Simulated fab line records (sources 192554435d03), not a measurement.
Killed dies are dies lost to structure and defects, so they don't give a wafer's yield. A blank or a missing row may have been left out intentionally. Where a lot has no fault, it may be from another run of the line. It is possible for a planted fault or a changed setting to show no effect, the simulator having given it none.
2 desks looking at one fault + flow n5Finfet + only its own numbers are on each desk; what lay behind them is given at the end

FOR THE TOOL OWNER'S DESK: pecvd-01
The tool's own readings at N5_BEOL_M6_DEP_56 (deposits SiCN from 3MS/NH3, target thk 10 nm, time 17.5 s): means of the sampled wafers that have a number, for each lot that ran on this tool. Marked OUT: a lot whose mean sits more than 4 standard deviations from the usual mean, which makes it out of limits; the brackets give that distance.
Columns: A = showerheadPlenumPTorr at N5_BEOL_M6_DEP_56, usual 3.668 Torr; B = throttleValvePct at N5_BEOL_M6_DEP_56, usual 9.0 %
| lot  | first seen here | A     | B   |
|------|-----------------|-------|-----|
| L743 | day 11 10:16    | 3.671 | 8.8 |
| L749 | day 13 10:13    | 3.675 | 8.8 |
| L752 | day 13 15:49    | 3.675 | 8.9 |
This desk found nothing out of limits on any of the 3 lots.

AT THE METROLOGY DESK
Means of the sampled wafers that have a number, per lot and without regard to the tool the lot ran on: this is what the gauges read. Marked OUT: a lot whose mean sits more than 4 standard deviations from the usual mean, which makes it out of limits; the brackets give that distance.
Columns: A = M6_THK at N5_BEOL_M6_THK_MEAS_53, usual 81.5 nm; B = M6_RS at N5_BEOL_M6_RS_MEAS_57, usual 0.287 ohm/sq
| lot  | first seen here | A    | B     |
|------|-----------------|------|-------|
| L737 | day 9 16:38     | 79.0 | 0.297 |
| L743 | day 11 10:13    | 82.2 | 0.283 |
| L750 | day 13 03:59    | 82.5 | 0.283 |
| L749 | day 13 10:10    | 82.0 | 0.283 |
| L751 | day 13 14:56    | 79.8 | 0.293 |
| L752 | day 13 15:45    | 81.4 | 0.285 |
This desk found nothing out of limits on any of the 6 lots.

PUT TOGETHER
The tool owner's desk saw nothing out of limits.
Metrology desk: nothing out of limits seen.

WHAT THE SIMULATOR PUT IN
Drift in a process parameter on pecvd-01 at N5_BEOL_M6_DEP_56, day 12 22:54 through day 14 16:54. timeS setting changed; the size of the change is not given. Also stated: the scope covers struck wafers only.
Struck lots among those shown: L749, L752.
